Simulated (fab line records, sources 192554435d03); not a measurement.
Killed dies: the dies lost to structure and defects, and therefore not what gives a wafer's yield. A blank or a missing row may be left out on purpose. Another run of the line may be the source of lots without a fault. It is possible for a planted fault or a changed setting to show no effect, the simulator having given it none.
Matching of chambers -- flow n5-finfet -- rie-diel-04 running N5_HKMG_FIN_ETCH_67: 4 sister chambers
The step etches SOC in N2/H2, stops on TiN, target depth 388.9 nm. 20 wafers are shown with their chamber, then 10 later ones without.

WAFERS, EACH WITH ITS CHAMBER
wafer,chamber,drypump-motor-current-A (A),throttle-valve-pct (%),oes-product-au (a.u.)
L075.2,2,6.0,17.49,0.82
L075.5,2,6.0,17.47,0.82
L075.6,3,5.6,17.95,0.70
L076.1,1,5.6,17.92,0.85
L076.2,3,5.6,17.93,0.71
L076.4,0,5.3,17.75,0.73
L078.3,1,5.6,17.93,0.84
L078.4,3,5.6,17.96,0.69
L078.5,3,5.6,17.95,0.69
L082.2,0,5.3,17.80,0.72
L082.4,3,5.6,17.96,0.69
L082.5,2,6.0,17.52,0.80
L085.2,2,6.0,17.53,0.80
L085.3,1,5.6,17.97,0.82
L085.4,3,5.6,17.98,0.68
L086.1,0,5.3,17.81,0.71
L086.3,2,5.9,17.53,0.80
L086.5,0,5.3,17.81,0.72
L089.1,3,5.6,18.00,0.68
L089.4,1,5.6,17.97,0.81

SIGNATURES, as means of the wafers listed above
reading,chamber 0,chamber 1,chamber 2,chamber 3,scatter within a chamber
drypump-motor-current-A,5.300,5.600,5.980,5.600,0.0224
throttle-valve-pct,17.7925,17.9475,17.5080,17.9614,0.0256
oes-product-au,0.7200,0.8300,0.8080,0.6914,0.0122
Rule: a wafer's distance from a chamber is the root of the sum, over the readings, of the square of ((its reading less the chamber's mean) divided by the reading's scatter). If the next closest chamber is less than 2 further off than the closest, the wafer can't be placed; otherwise it belongs to the closest. The scatter is the square root of a quotient: the sum, over the shown wafers, of each reading's squared deviation from its chamber's mean, divided by wafers minus chambers.

WAFERS MISSING THEIR CHAMBER
wafer,drypump-motor-current-A (A),throttle-valve-pct (%),oes-product-au (a.u.)
L089.5,5.6,17.98,0.69
L093.3,6.0,17.56,0.77
L093.5,6.0,17.56,0.77
L093.6,5.6,18.00,0.80
L097.3,5.6,17.64,0.98
L097.5,5.6,18.02,0.79
L097.6,5.3,17.83,0.69
L091.3,5.3,17.86,0.70
L091.4,6.0,17.58,0.77
L091.5,6.0,17.59,0.77

EACH ONE'S CHAMBER
wafer,from the rows above,in truth
L089.5,3,3
L093.3,2,2
L093.5,2,2
L093.6,1,1
L097.3,1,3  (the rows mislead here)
L097.5,1,1
L097.6,0,0
L091.3,0,0
L091.4,2,2
L091.5,2,2
Correctly placed: 9 of 10. Number that these rows cannot place: 0. Number placed wrongly: 1.
